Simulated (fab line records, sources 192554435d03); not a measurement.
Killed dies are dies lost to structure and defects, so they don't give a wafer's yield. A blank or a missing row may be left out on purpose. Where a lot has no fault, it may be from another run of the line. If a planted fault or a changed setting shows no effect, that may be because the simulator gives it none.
One fault through the eyes of 2 desks    flow n5_finfet    each desk holds nothing but its own numbers, with what lay behind them at the end

## AT THE METROLOGY DESK
What the gauges read, lot by lot, whatever tool the lot ran on: means of the sampled wafers that have a number. Marked OUT: a lot whose mean sits more than 4 standard deviations from the usual mean, which makes it out of limits; the brackets give that distance. 7 of its 10 readings are shown, namely those furthest out on some lot.
Columns: A = DIBL_P at N5_BEOL_M4_RC_MEAS_101, usual 36.6 mV/V; B = IOFF_N at N5_BEOL_M4_RC_MEAS_101, usual 0.17 nA/um; C = IOFF_P at N5_BEOL_M4_RC_MEAS_101, usual 0.21 nA/um; D = ION_N at N5_BEOL_M4_RC_MEAS_101, usual 674 uA/um; E = ION_P at N5_BEOL_M4_RC_MEAS_101, usual 462 uA/um; F = SS_P at N5_BEOL_M4_RC_MEAS_101, usual 73.5 mV/dec; G = VT_P at N5_BEOL_M4_RC_MEAS_101, usual -250 mV
lot   first seen here  A     B     C     D    E    F     G
L307  day 9 02:22      34.9  0.17  0.23  681  468  73.6  -247
L311  day 10 06:04     37.7  0.24  0.29  696  473  74.1  -245
L310  day 10 11:35     40.3  0.19  0.24  686  468  73.9  -248
L316  day 11 12:14     35.4  0.17  0.21  694  470  73.7  -252
L313  day 11 21:37     37.4  0.17  0.21  675  462  73.8  -251
L317  day 12 06:16     36.2  0.14  0.20  668  464  73.3  -249
L322  day 13 12:56     32.4  0.12  0.17  642  448  71.8  -250
L326  day 14 05:31     35.9  0.13  0.16  656  450  73.3  -258
L327  day 14 19:44     39.0  0.19  0.24  682  467  73.3  -248
L330  day 15 13:25     36.7  0.14  0.18  667  460  73.4  -255
Result from this desk: across the 10 lots, nothing is out of limits.

## DESK OF THE TOOL OWNER: pecvd-03
The tool's own readings at N5_BEOL_M1_PECVD_72 (deposits SiO2 from TEOS/O2, target thk 16 nm, time 18 s): means of the sampled wafers that have a number, for each lot that ran on this tool. Marked OUT: a lot whose mean sits more than 4 standard deviations from the usual mean, which makes it out of limits; the brackets give that distance.
Columns: A = heater_power_w at N5_BEOL_M1_PECVD_72, usual 811 W; B = rf_fwd_power_W at N5_BEOL_M1_PECVD_72, usual 444.5 W; C = showerhead_plenum_p_Torr at N5_BEOL_M1_PECVD_72, usual 8.80 Torr; D = susceptor_temp_C at N5_BEOL_M1_PECVD_72, usual 399.96 C; E = throttle_valve_pct at N5_BEOL_M1_PECVD_72, usual 22.7 %
lot   first seen here  A    B      C     D                 E
L307  day 6 03:20      830  443.5  8.85  399.92            22.7
L310  day 6 21:30      819  442.2  8.80  399.89            21.5
L311  day 6 21:55      950  442.7  8.82  400.11            24.3
L313  day 8 01:26      835  442.9  8.81  397.61 (-11) OUT  23.1
L317  day 8 11:04      773  441.7  8.81  397.21 (-12) OUT  21.5
Finding of this desk: L313, L317 out of limits; the first was L313 at day 8 01:26, on susceptor_temp_C at N5_BEOL_M1_PECVD_72. L307, L310, L311: within limits.

## BROUGHT TOGETHER
The tool owner's desk could have raised an alarm at day 8 01:26, on L313, L317.
From the metrology desk's view, nothing was out of limits.
The metrology desk holds a record of L313, L317, inside its limits.
N5_BEOL_M1_PECVD_72 was run on pecvd-03 by each of the lots named.

## WHAT THE SIMULATOR HAD INSERTED
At N5_BEOL_M1_PECVD_72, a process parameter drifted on pecvd-03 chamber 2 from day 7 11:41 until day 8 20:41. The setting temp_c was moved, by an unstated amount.
Shown lots that were struck: L313, L317.
Each desk's first reading out of limits, in hours after the fault started: the tool owner's desk, 14.
